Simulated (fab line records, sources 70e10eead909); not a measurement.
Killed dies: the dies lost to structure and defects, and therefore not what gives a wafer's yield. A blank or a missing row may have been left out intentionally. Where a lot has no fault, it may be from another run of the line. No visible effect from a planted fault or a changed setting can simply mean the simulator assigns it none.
Which of the tools did it? | flow nand-harc | 12 lots with 35 wafers sampled at 5 steps, on a route of 1159 steps

## WHAT EACH GAUGE READ, for each wafer
NHARC_A_CHANNEL_HOLE_D1_OVL_MEAS_11.
lot  | measured     | on         | overlay-x-nm (nm) | overlay-y-nm (nm)
L484 | day 8 12:18  | overlay-02 | 0.8 1.4 1.1       | 0.6 -0.1 0.4
L487 | day 9 00:28  | overlay-02 | -0.1 -0.5 -0.6    | 0.0 0.4 0.0
L485 | day 9 03:56  | overlay-02 | 0.5 -0.1 0.0      | 0.7 0.3 -0.3
L489 | day 9 04:46  | overlay-02 | 0.2 -0.4 0.2      | -0.3 0.2 -0.4
L488 | day 9 08:07  | overlay-02 | -0.3 -0.3 -0.8    | 0.7 0.4 1.1
L490 | day 9 23:35  | overlay-01 | -1.4 -1.2 -1.4    | 0.3 0.6 0.2
L493 | day 10 21:35 | overlay-01 | 1.4 2.0 2.1       | 0.7 0.8 0.9
L496 | day 11 10:07 | overlay-01 | -0.1 0.5 0.3      | 1.7 1.8 1.1
L497 | day 12 08:33 | overlay-02 | 0.3 0.1           | -0.1 -1.4
L500 | day 12 17:47 | overlay-01 | -0.6 -0.9 -0.2    | -1.1 -0.7 -0.5
L503 | day 13 06:45 | overlay-01 | 1.0 0.5 1.1       | 0.5 0.3 0.9
L506 | day 14 01:00 | overlay-02 | -0.4 -0.2 -1.0    | 0.0 0.6 -0.1

NHARC_END_SORT_01.
lot  | measured     | on        | killed-at-array | killed-at-other | killed-at-periphery | killed-dies | killed-open | killed-short
L497 | day 23 13:25 | prober-01 | 24              | 0               | 1                   | 25          | 1           | 1
L500 | day 23 13:31 | prober-02 | 25              | 1               | 6                   | 32          | 1           | 3
L503 | day 24 12:12 | prober-01 | 35              | 0               | 3                   | 38          | 3           | 0

## WHAT TOOL EACH LOT RAN ON (gives the tool, then ch and the chambers of the sampled wafers, and finally the start)
lot  | NHARC_A_CHANNEL_HOLE_D1_DESCUM_15  | NHARC_A_CHANNEL_HOLE_D1_ETCH_23  | NHARC_A_CHANNEL_FILL_D1_ETCHBACK_19
L484 | rie-diel-08 ch 1,2,3, day 8 12:25  | har-etch-02 ch 0,1, day 8 15:08  | rie-si-04 ch 0,1,2, day 10 01:07
L487 | rie-diel-10 ch 0,2,3, day 9 00:34  | har-etch-01 ch 0,1, day 9 03:11  | rie-si-05 ch 0,1,2, day 10 11:23
L485 | rie-diel-10 ch 0,1, day 9 04:01    | har-etch-02 ch 0,1, day 9 06:45  | rie-si-01 ch 1,3, day 10 11:26
L489 | rie-diel-08 ch 1,2,3, day 9 04:52  | har-etch-01 ch 0,1, day 9 07:44  | rie-si-04 ch 0,2, day 10 11:24
L488 | rie-diel-10 ch 0,1, day 9 08:13    | har-etch-02 ch 0,1, day 9 11:04  | rie-si-01 ch 0,1, day 10 16:16
L490 | rie-diel-08 ch 1,2, day 9 23:40    | har-etch-02 ch 0,1, day 10 02:38 | rie-si-05 ch 1,2, day 11 09:40
L493 | rie-diel-10 ch 0,3, day 10 21:41   | har-etch-01 ch 0,1, day 11 00:25 | rie-si-05 ch 1,2,3, day 12 05:35
L496 | rie-diel-01 ch 1,2, day 11 10:13   | har-etch-01 ch 0,1, day 11 12:57 | rie-si-01 ch 0,3, day 12 18:14
L497 | rie-diel-08 ch 2,3, day 12 08:39   | har-etch-02 ch 0,1, day 12 15:14 | rie-si-05 ch 1,3, day 13 20:09
L500 | rie-diel-01 ch 0,2, day 12 17:53   | har-etch-02 ch 0,1, day 12 20:44 | rie-si-05 ch 0,2,3, day 14 03:36
L503 | rie-diel-08 ch 0,1,2, day 13 06:51 | har-etch-02 ch 0,1, day 13 09:34 | rie-si-05 ch 0,2,3, day 14 13:54
L506 | rie-diel-01 ch 1,2,3, day 14 01:07 | har-etch-02 ch 0,1, day 14 06:57 | rie-si-04 ch 1,2, day 15 14:35
- NHARC_A_CHANNEL_HOLE_D1_DESCUM_15: chemistry O2, time 3 s.
- NHARC_A_CHANNEL_HOLE_D1_ETCH_23: etches the open film in C4F8/O2/Ar, time 819 s, target depth 1600 nm.
- NHARC_A_CHANNEL_FILL_D1_ETCHBACK_19: etches the open film in HBr/Cl2, target depth 5 nm, time 1.7 s.

## WHAT THE TOOLS THEMSELVES READ (means of the sampled wafers that have a number; where no wafer has one, the mark that the record gives instead)
NHARC_A_CHANNEL_HOLE_D1_DESCUM_15.
lot  | tool        | drypump-motor-current-A (A) | mfc-ar-sccm (sccm) | oes-product-au (a.u.) | rf-vpp-V (V) | showerhead-plenum-p-Torr (Torr) | throttle-valve-pct (%)
L484 | rie-diel-08 | 6.0                         | 0.012              | 1.006                 | 57.9         | 1.86                            | 11.315
L487 | rie-diel-10 | 5.8                         | 0.000              | 1.001                 | 58.1         | 1.91                            | 11.309
L485 | rie-diel-10 | 5.3                         | 0.000              | 1.014                 | 57.6         | 1.99                            | 11.319
L489 | rie-diel-08 | 6.0                         | 0.012              | 1.002                 | 57.6         | 1.86                            | 11.314
L488 | rie-diel-10 | 5.2                         | 0.000              | 1.012                 | 58.7         | 1.99                            | 11.311
L490 | rie-diel-08 | 5.6                         | 0.025              | 1.013                 | 57.3         | 1.82                            | 11.312
L493 | rie-diel-10 | 5.7                         | 0.000              | 1.004                 | 58.0         | 1.90                            | 11.316
L496 | rie-diel-01 | 5.9                         | 0.021              | 0.997                 | 57.0         | 1.86                            | 11.311
L497 | rie-diel-08 | 6.3                         | 0.000              | 0.986                 | 58.1         | 1.86                            | 11.313
L500 | rie-diel-01 | 5.7                         | 0.002              | 1.004                 | 58.6         | 1.94                            | 11.309
L503 | rie-diel-08 | 5.8                         | 0.020              | 1.012                 | 58.0         | 1.88                            | 11.314
L506 | rie-diel-01 | 5.9                         | 0.017              | 0.993                 | 57.7         | 1.87                            | 11.311

NHARC_A_CHANNEL_HOLE_D1_ETCH_23.
lot  | tool        | drypump-motor-current-A (A) | mfc-ar-sccm (sccm) | showerhead-plenum-p-Torr (Torr) | throttle-valve-pct (%)
L484 | har-etch-02 | 5.8                         | 376.0              | 3.66                            | 32.150
L487 | har-etch-01 | 5.5                         | 374.5              | 3.58                            | 32.159
L485 | har-etch-02 | 5.8                         | 375.0              | 3.66                            | 32.155
L489 | har-etch-01 | 5.5                         | 374.7              | 3.60                            | 32.154
L488 | har-etch-02 | 5.8                         | 376.1              | 3.65                            | 32.151
L490 | har-etch-02 | 5.8                         | 374.8              | 3.65                            | 32.157
L493 | har-etch-01 | 5.6                         | 375.4              | 3.59                            | 32.152
L496 | har-etch-01 | 5.5                         | 374.0              | 3.57                            | 32.155
L497 | har-etch-02 | 5.6                         | 375.4              | 3.69                            | 32.163
L500 | har-etch-02 | 5.4                         | 374.8              | 3.74                            | 32.158
L503 | har-etch-02 | 5.8                         | 375.2              | 3.63                            | 32.149
L506 | har-etch-02 | 5.8                         | 373.7              | 3.62                            | 32.155

NHARC_A_CHANNEL_FILL_D1_ETCHBACK_19.
lot  | tool      | drypump-motor-current-A (A) | oes-product-au (a.u.) | throttle-valve-pct (%)
L484 | rie-si-04 | 5.6                         | 1.003                 | 26.411
L487 | rie-si-05 | 5.7                         | 0.994                 | 26.392
L485 | rie-si-01 | 6.3                         | 1.000                 | 26.413
L489 | rie-si-04 | 5.8                         | 1.005                 | 26.409
L488 | rie-si-01 | 5.8                         | 0.994                 | 26.409
L490 | rie-si-05 | 5.6                         | 0.995                 | 26.399
L493 | rie-si-05 | 5.9                         | 0.993                 | 26.404
L496 | rie-si-01 | 5.1                         | 0.984                 | 26.404
L497 | rie-si-05 | 5.8                         | 0.883                 | 26.405
L500 | rie-si-05 | 6.0                         | 0.920                 | 26.407
L503 | rie-si-05 | 6.0                         | 0.926                 | 26.405
L506 | rie-si-04 | 6.0                         | 0.996                 | 26.405

## THE ANSWER, worked out from the rows above alone
Rule: the lots themselves supply what counts as usual. The widest of any qualifying gaps counts: lots, ordered by their means at a reading, are off when they make up no more than a third of the lots, leave a main group of 4 or more, and stand apart from it by 3 or more times the standard deviation of that group's means. A main group whose means are all the same, to the digits that the tables above print for the reading, isn't used. Also off: a lot with no number at a reading for which 4 or more lots have one. All remaining lots with rows at the step are treated as sound. First the gauges in route order, then the tools' own readings, where a lot's mean is used as printed above. At the first step where some lot is off, the reading lying furthest off is the one used; lots without a number count as furthest.
Off: L497, L500, L503 (NHARC_A_CHANNEL_FILL_D1_ETCHBACK_19, oes-product-au). The main group: mean 0.996 a.u., standard deviation 0.0058.
If a tool, at that step or one of the process steps before it, ran each lot that is off and ran no sound lot following the first of them, it fits. One candidate fits, namely rie-si-05 at NHARC_A_CHANNEL_FILL_D1_ETCHBACK_19. A fault onset in the window from L493 (day 12 05:35, its last sound lot) to L497 (day 13 20:09, its first lot off) fits.
The tool's own readings at NHARC_A_CHANNEL_FILL_D1_ETCHBACK_19 bear it out: on the lots that are off they differ by more than 5 times the standard deviation of the sound lots' means. oes-product-au reads 0.910 a.u. there against 0.996 a.u. on the sound lots.

## WHAT HAD BEEN PUT IN BY THE SIMULATOR
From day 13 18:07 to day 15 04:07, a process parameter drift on rie-si-05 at NHARC_A_CHANNEL_FILL_D1_ETCHBACK_19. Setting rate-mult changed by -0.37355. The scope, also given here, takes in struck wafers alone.
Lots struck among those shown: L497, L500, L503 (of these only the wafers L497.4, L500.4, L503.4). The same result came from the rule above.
